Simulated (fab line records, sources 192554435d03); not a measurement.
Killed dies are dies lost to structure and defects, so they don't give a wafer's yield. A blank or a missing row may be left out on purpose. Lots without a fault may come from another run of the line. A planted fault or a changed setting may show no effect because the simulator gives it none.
Split-lot experiment | flow n5_finfet | 7 lots, 21 wafers read, on a route of 1938 steps

THE SPLIT
At N5_BEOL_M10_EXPOSE_08 (exposes mask M10), the setting dose_mj was moved away from the recipe's 53.75 on 5 of the 21 wafers read, by +2.0% to +6.3%. The other wafers ran this setting at the recipe's value.

FROM THE SPLIT TO THE READING: what the file shows between them, 15 steps
- N5_BEOL_M10_PEB_09: peb time 60 s
- N5_BEOL_M10_DEVELOP_10: develop time 30 s
- N5_BEOL_M10_CD_MEAS_11: target cd 64.1 nm
- N5_BEOL_M10_DESCUM_16: chemistry O2, time 7.9 s
- N5_BEOL_M10_ETCH_61: etches SiARC in CF4, target depth 39 nm, time 65 s
- N5_BEOL_M10_ETCH_62: etches SOC in N2/H2, target depth 110 nm, overetch 22 nm, time 165 s
- N5_BEOL_M10_STRIP_68: strips in N2/H2
- N5_BEOL_M10_STRIP_67: strips in CF4
- N5_BEOL_M10_HM_OPEN_17: chemistry Cl2/BCl3, target TiN, target depth 20 nm, overetch 6 nm
- N5_BEOL_M10_STRIP_19: strips in O2
- N5_BEOL_M10_CD_MEAS_18: pitch 140 nm, target cd 70 nm
- N5_BEOL_M10_COAT_63: time 60 s, resist thk 100 nm
- N5_BEOL_M10_COAT_64: time 60 s, resist thk 30 nm
- N5_BEOL_M10_PRECLEAN_42: cleans in residue remover, time 60 s
- N5_BEOL_M10_SRD_43: time 30 s

THE READING
cd_nm, in nm, at N5_BEOL_M10_CD_MEAS_35 (target cd 70 nm). Fault-free wafers of this fab line usually give 70.2 nm, standard deviation 0.46 nm.

wafer  | tool, chamber at the split | dose_mj as run | against the recipe | cd_nm, nm | against lot-mates on the recipe
L080.2 | arfi_scanner-01, 0         | 53.75          | recipe             | 70.5      | -
L080.3 | arfi_scanner-01, 0         | 56.26          | +4.7%              | 72.8      | +2.3
L080.4 | arfi_scanner-01, 0         | 53.75          | recipe             | 70.5      | -
L081.1 | arfi_scanner-01, 0         | 53.75          | recipe             | 70.1      | -
L081.4 | arfi_scanner-01, 0         | 53.75          | recipe             | 70.5      | -
L081.5 | arfi_scanner-01, 0         | 53.75          | recipe             | 70.8      | -
L085.1 | arfi_scanner-02, 0         | 53.75          | recipe             | 70.1      | -
L085.2 | arfi_scanner-02, 0         | 53.75          | recipe             | 69.9      | -
L085.5 | arfi_scanner-02, 0         | 53.75          | recipe             | 70.7      | -
L086.2 | arfi_scanner-01, 0         | 53.75          | recipe             | 69.8      | -
L086.4 | arfi_scanner-01, 0         | 53.75          | recipe             | 69.9      | -
L086.6 | arfi_scanner-01, 0         | 53.75          | recipe             | 70.2      | -
L089.3 | arfi_scanner-01, 0         | 53.75          | recipe             | 69.7      | -
L089.4 | arfi_scanner-01, 0         | 53.75          | recipe             | 70.4      | -
L089.6 | arfi_scanner-01, 0         | 54.82          | +2.0%              | 70.7      | +0.6
L088.3 | arfi_scanner-01, 0         | 53.75          | recipe             | 69.7      | -
L088.4 | arfi_scanner-01, 0         | 57.13          | +6.3%              | 74.0      | +4.3
L088.5 | arfi_scanner-01, 0         | 53.75          | recipe             | 69.7      | -
L097.1 | arfi_scanner-02, 0         | 55.08          | +2.5%              | 71.0      | +0.7
L097.3 | arfi_scanner-02, 0         | 55.08          | +2.5%              | 71.3      | +1.0
L097.6 | arfi_scanner-02, 0         | 53.75          | recipe             | 70.3      | -

THE FIT
A straight line over all 21 wafers: cd_nm changes by +0.555 nm for each +1% of dose_mj; r = +0.93; the points scatter about the line by 0.38 nm.
The same after taking each lot's own level away (the mean of its wafers on the recipe; 21 wafers): +0.572 nm for each +1%; r = +0.95; scatter 0.36 nm.
On that fit, the largest move of dose_mj shifts the reading by 3.6 nm.
The lots' own levels span 69.70 to 70.50 nm, that is 1.7 times the standard deviation above.
So the lot-to-lot level changes the slope little: the two slopes agree.
Check: with one of the wafers moved furthest among these (+6.3%) left out of the fit, the line predicts +2.7 nm for it against its lot-mates. It came out at +4.3 nm against them.

OTHER SPLITS ON THESE WAFERS
These wafers also went through other splits before the reading. Each is held against what the fit with the lots' levels taken away leaves over:
other split on the same wafers | wafers away from the commonest value | r with cd_nm (lot level and that fit taken away)
N5_BEOL_M7_DESCUM_33 time_s    | 9                                    | +0.31
N5_BEOL_M8_ILD_DEP_00 time_s   | 7                                    | +0.01
N5_BEOL_M9_ETCH_65 bias_w      | 6                                    | -0.30
N5_BEOL_M9_ETCH_66 bias_w      | 6                                    | -0.10

THE WHOLE CHAIN: every reading that the file lists as answering this split, in the file's order
step                   | what it does                                                         | reading                                                                | change (the file's fit)               | r (the file's)
N5_BEOL_M10_CD_MEAS_11 | target cd 64.1 nm                                                    | cd_nm                                                                  | +0.562 nm for each +1% of the setting | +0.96
N5_BEOL_M10_ETCH_61    | etches SiARC in CF4, target depth 39 nm, time 65 s                   | BEOL_M10.cd_offset_nm (the simulator's own value, which no gauge read) | +0.55 nm for each +1% of the setting  | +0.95
N5_BEOL_M10_ETCH_62    | etches SOC in N2/H2, target depth 110 nm, overetch 22 nm, time 165 s | BEOL_M10.cd_offset_nm (the simulator's own value, which no gauge read) | +0.566 nm for each +1% of the setting | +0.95
N5_BEOL_M10_CD_MEAS_18 | pitch 140 nm, target cd 70 nm                                        | cd_nm                                                                  | +0.53 nm for each +1% of the setting  | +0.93
N5_BEOL_M10_CD_MEAS_35 | target cd 70 nm                                                      | cd_nm                                                                  | +0.575 nm for each +1% of the setting | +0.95

THE FILE'S OWN FIT
cd_nm changes by +0.575 nm for each +1% of dose_mj, r = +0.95.
